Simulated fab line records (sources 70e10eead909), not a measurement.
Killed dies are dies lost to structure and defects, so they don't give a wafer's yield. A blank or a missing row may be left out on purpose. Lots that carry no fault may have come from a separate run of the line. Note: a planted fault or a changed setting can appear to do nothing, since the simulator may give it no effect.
What tool caused it?	flow nandHarc	10 lots with 30 wafers sampled at 7 steps, on a route of 1302 steps

== WHAT THE GAUGES READ, wafer by wafer ==
NHARC_A_M0_CD_MEAS_09: target cd 80 nm.
lot	measured	on	cdNm (nm)
L402	day 23 13:26	cdSem-02	79.6 80.2 79.3
L404	day 24 22:01	cdSem-03	80.5 79.4 78.6
L407	day 25 22:18	cdSem-01	79.8 79.7 80.6
L403	day 25 23:25	cdSem-03	78.8 80.2 79.6
L410	day 27 13:01	cdSem-01	85.3 85.7 85.7
L413	day 28 03:49	cdSem-01	82.9 84.3 84.1
L417	day 29 09:13	cdSem-01	80.1 80.7 80.8
L416	day 30 04:08	cdSem-03	80.0 80.2 80.2
L418	day 30 08:49	cdSem-03	79.6 79.3 79.5
L419	day 31 03:01	cdSem-01	79.6 79.1 80.1

NHARC_A_M0_CD_MEAS_16.
lot	measured	on	cdNm (nm)
L402	day 23 13:55	cdSem-03	78.8 79.9 79.9
L404	day 24 22:29	cdSem-03	80.1 79.2 78.5
L407	day 25 22:50	cdSem-01	80.1 80.0 80.4
L403	day 25 23:56	cdSem-03	77.3 79.7 78.9
L410	day 27 13:30	cdSem-02	85.7 86.4 86.2
L413	day 28 04:18	cdSem-01	82.6 83.1 82.7
L417	day 29 09:42	cdSem-01	79.9 81.2 81.2
L416	day 30 04:37	cdSem-03	79.0 79.0 79.5
L418	day 30 09:18	cdSem-03	79.3 78.5 80.4
L419	day 31 03:30	cdSem-03	80.0 79.3 79.5

NHARC_END_SORT_01.
lot	measured	on	defectLimitedYield (%)	killedAtArray	killedAtOther	killedAtPeriphery	killedDies	killedOpen	killedShort
L402	day 25 06:12	prober-01	88 90 88	77 60 74	0 1 0	5 4 9	82 65 83	0 1 1	0 2 4
L404	day 26 15:31	prober-01	88 86 86	80 92 97	0 1 0	2 0 0	82 93 97	4 4 4	1 3 4
L407	day 27 16:54	prober-01	93 94 93	40 36 47	5 3 0	2 0 3	47 39 50	4 2 4	1 2 4
L403	day 27 16:13	prober-02	94 92 94	38 47 34	0 0 3	1 6 1	39 53 38	3 8 0	2 2 2
L410	day 29 06:45	prober-01	89 83 86	66 107 89	0 0 1	8 5 3	74 112 93	7 3 3	5 2 2
L413	day 30 00:39	prober-01	88 86 90	78 93 65	0 0 2	2 3 1	80 96 68	2 7 4	1 5 3
L417	day 31 05:50	prober-01	93 92 93	44 49 44	0 1 0	1 2 6	45 52 50	2 5 3	3 1 5
L416	day 31 21:22	prober-02	89 87 89	69 82 67	1 0 0	4 8 9	74 90 76	5 2 4	3 2 2
L418	day 31 21:26	prober-01	95 95 96	33 28 23	0 0 0	2 7 7	35 35 30	2 5 3	3 1 2
L419	day 32 20:32	prober-01	95 93 95	35 46 31	0 0 0	0 1 3	35 47 34	2 4 3	2 1 1

== WHICH TOOL RAN EACH LOT (tool, then ch and the chambers of the sampled wafers, then the start) ==
lot	NHARC_A_BLC_ETCH_16	NHARC_A_BLC_CMP_25	NHARC_A_M0_EXPOSE_06	NHARC_A_M0_DESCUM_14
L402	rieDiel-07 ch 0,1,3, day 23 09:40	cmp-02 ch 1,2,3, day 23 12:09	arfiScanner-03 ch 0, day 23 13:17	rieDiel-10 ch 1,2,3, day 23 13:37
L404	rieDiel-07 ch 0,1,2, day 24 18:15	cmp-04 ch 0,2, day 24 20:42	arfiScanner-02 ch 0, day 24 21:52	rieDiel-13 ch 0,2, day 24 22:11
L407	rieDiel-11 ch 0,2,3, day 25 18:22	cmp-02 ch 2,3, day 25 20:50	arfiScanner-03 ch 0, day 25 22:10	rieDiel-13 ch 1,2,3, day 25 22:29
L403	rieDiel-11 ch 0,1,2, day 25 19:38	cmp-04 ch 0,1,2, day 25 22:07	arfiScanner-02 ch 0, day 25 23:16	rieDiel-06 ch 0,1, day 25 23:35
L410	rieDiel-11 ch 0,1,3, day 27 09:16	cmp-03 ch 0,2,3, day 27 11:43	arfiScanner-02 ch 0, day 27 12:53	rieDiel-13 ch 0,2,3, day 27 13:13
L413	rieDiel-11 ch 0,2,3, day 28 00:10	cmp-02 ch 1,2,3, day 28 02:38	arfiScanner-02 ch 0, day 28 03:41	rieDiel-06 ch 1,3, day 28 04:00
L417	rieDiel-11 ch 0,1,3, day 29 05:25	cmp-03 ch 1,2,3, day 29 07:57	arfiScanner-03 ch 0, day 29 09:05	rieDiel-13 ch 1,2, day 29 09:24
L416	rieDiel-11 ch 0,3, day 30 00:23	cmp-04 ch 2,3, day 30 02:50	arfiScanner-01 ch 0, day 30 04:00	rieDiel-06 ch 1,2, day 30 04:20
L418	rieDiel-11 ch 0,1,3, day 30 05:11	cmp-04 ch 1,2,3, day 30 07:41	arfiScanner-01 ch 0, day 30 08:41	rieDiel-10 ch 2,3, day 30 09:00
L419	rieDiel-07 ch 0,1,3, day 30 23:11	cmp-04 ch 1,2, day 31 01:49	arfiScanner-01 ch 0, day 31 02:52	rieDiel-06 ch 0,1,2, day 31 03:13
- NHARC_A_BLC_ETCH_16: etches the open film in CF4, target depth 39 nm, time 65 s.
- NHARC_A_BLC_CMP_25: polishes, t overpolish 30 s, target thk 150 nm.
- NHARC_A_M0_EXPOSE_06: exposes mask A M0, target cd 80 nm.
- NHARC_A_M0_DESCUM_14: chemistry O2, time 3 s.

== WHAT THE TOOLS THEMSELVES READ (means of the sampled wafers that have a number; where no wafer has one, the mark that the record gives instead) ==
NHARC_A_BLC_ETCH_16.
lot	tool	cf4FlowSccm (sccm)	drypumpMotorCurrentA (A)	oesProductAu (a.u.)	rfFwdPowerW (W)	rfVppV (V)	showerheadPlenumPTorr (Torr)	throttleValvePct (%)
L402	rieDiel-07	150.3	5.80	0.996	296.7	150.4	1.71	13.284
L404	rieDiel-07	149.9	5.85	0.999	297.9	150.0	1.71	13.280
L407	rieDiel-11	150.3	5.82	1.009	296.7	150.4	1.72	13.289
L403	rieDiel-11	149.9	5.87	1.003	296.8	149.6	1.72	13.291
L410	rieDiel-11	150.5	5.92	1.009	297.3	150.5	1.72	13.291
L413	rieDiel-11	149.9	5.78	1.004	296.7	150.8	1.72	13.275
L417	rieDiel-11	150.0	5.92	1.016	297.5	150.3	1.72	13.282
L416	rieDiel-11	150.1	5.85	1.010	296.6	150.3	1.71	13.276
L418	rieDiel-11	149.7	5.91	1.012	297.0	150.6	1.71	13.287
L419	rieDiel-07	150.4	5.77	0.997	297.0	150.7	1.71	13.282

NHARC_A_BLC_CMP_25.
lot	tool	edgeZonePressureFrac	motorCurrentA (A)	overpolishRunS (s)	slurryFlowMlMin	timeToEndpointS (s)
L402	cmp-02	0.995	11.0	29.988	150.1	30.7
L404	cmp-04	0.995	11.0	30.002	150.2	32.4
L407	cmp-02	0.996	11.7	30.008	149.6	30.3
L403	cmp-04	0.997	11.8	30.006	149.9	31.8
L410	cmp-03	0.996	12.8	29.997	150.7	31.6
L413	cmp-02	0.997	11.1	29.995	150.2	27.6
L417	cmp-03	0.992	13.0	29.998	149.8	33.4
L416	cmp-04	1.001	12.2	29.998	150.0	31.4
L418	cmp-04	0.997	12.2	30.003	150.1	30.3
L419	cmp-04	0.995	11.6	29.994	149.9	33.7

NHARC_A_M0_EXPOSE_06.
lot	tool	exposureDoseMJCm2
L402	arfiScanner-03	83.30
L404	arfiScanner-02	83.13
L407	arfiScanner-03	83.29
L403	arfiScanner-02	83.24
L410	arfiScanner-02	89.61
L413	arfiScanner-02	88.16
L417	arfiScanner-03	83.35
L416	arfiScanner-01	83.26
L418	arfiScanner-01	83.23
L419	arfiScanner-01	83.18

NHARC_A_M0_DESCUM_14.
lot	tool	drypumpMotorCurrentA (A)	oesProductAu (a.u.)	rfVppV (V)	showerheadPlenumPTorr (Torr)	throttleValvePct (%)
L402	rieDiel-10	6.0	0.993	58.2	1.88	11.314
L404	rieDiel-13	5.3	0.998	58.3	1.98	11.306
L407	rieDiel-13	5.7	0.988	57.9	1.91	11.311
L403	rieDiel-06	5.6	0.995	57.5	1.95	11.312
L410	rieDiel-13	5.9	0.999	58.2	1.97	11.319
L413	rieDiel-06	5.4	1.002	58.1	1.96	11.308
L417	rieDiel-13	5.5	0.993	57.2	1.88	11.311
L416	rieDiel-06	5.1	0.993	57.6	1.90	11.309
L418	rieDiel-10	6.4	1.001	57.5	1.86	11.311
L419	rieDiel-06	5.4	0.995	57.3	1.89	11.318

== THE ANSWER, worked out from the rows above alone ==
Rule: the usual values come from the lots themselves. Put in order of their means at a reading, lots are off if they are a third of the lots or fewer, leave a main group of 4 or more, and stand apart from it by a gap of 3 or more times the standard deviation of the main group's means; of several such gaps the widest counts. A main group whose means are all the same, to the digits that the tables above print for the reading, isn't used. A lot without any number at a reading at which 4 lots or more have one is off too. The other lots that the step has rows for count as sound. Order of review: gauges by route order, followed by the tools' own readings, for which a lot's mean as printed above is used. At the first step where some lot is off, the reading lying furthest off is the one used; lots without a number count as furthest.
Off at NHARC_A_M0_CD_MEAS_09 (cdNm): L410, L413. The main group: mean 79.8 nm, standard deviation 0.36.
A tool fits if, at a process step before that reading, it ran every lot that is off, and no sound lot after the first of them. The gauges at NHARC_A_M0_CD_MEAS_09 aren't tried: what is off there is off at NHARC_A_M0_EXPOSE_06 too, on other tools, and a gauge's error can't cause that. One candidate fits, namely arfiScanner-02 at NHARC_A_M0_EXPOSE_06. A fault onset in the window from L403 (day 25 23:16, its last sound lot) to L410 (day 27 12:53, its first lot off) fits.
On the lots that are off, the tool's own readings at NHARC_A_M0_EXPOSE_06 differ by more than 5 times the standard deviation of the sound lots' means, which bears it out; exposureDoseMJCm2 reads 88.88 there versus 83.25 on the sound lots.

== WHAT THE SIMULATOR PUT IN ==
Process parameters drifting: arfiScanner-02 at NHARC_A_M0_EXPOSE_06, beginning at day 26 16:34. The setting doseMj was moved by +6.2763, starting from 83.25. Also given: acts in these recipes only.
Struck lots among those shown: L410, L413. Same finding as the rule above.
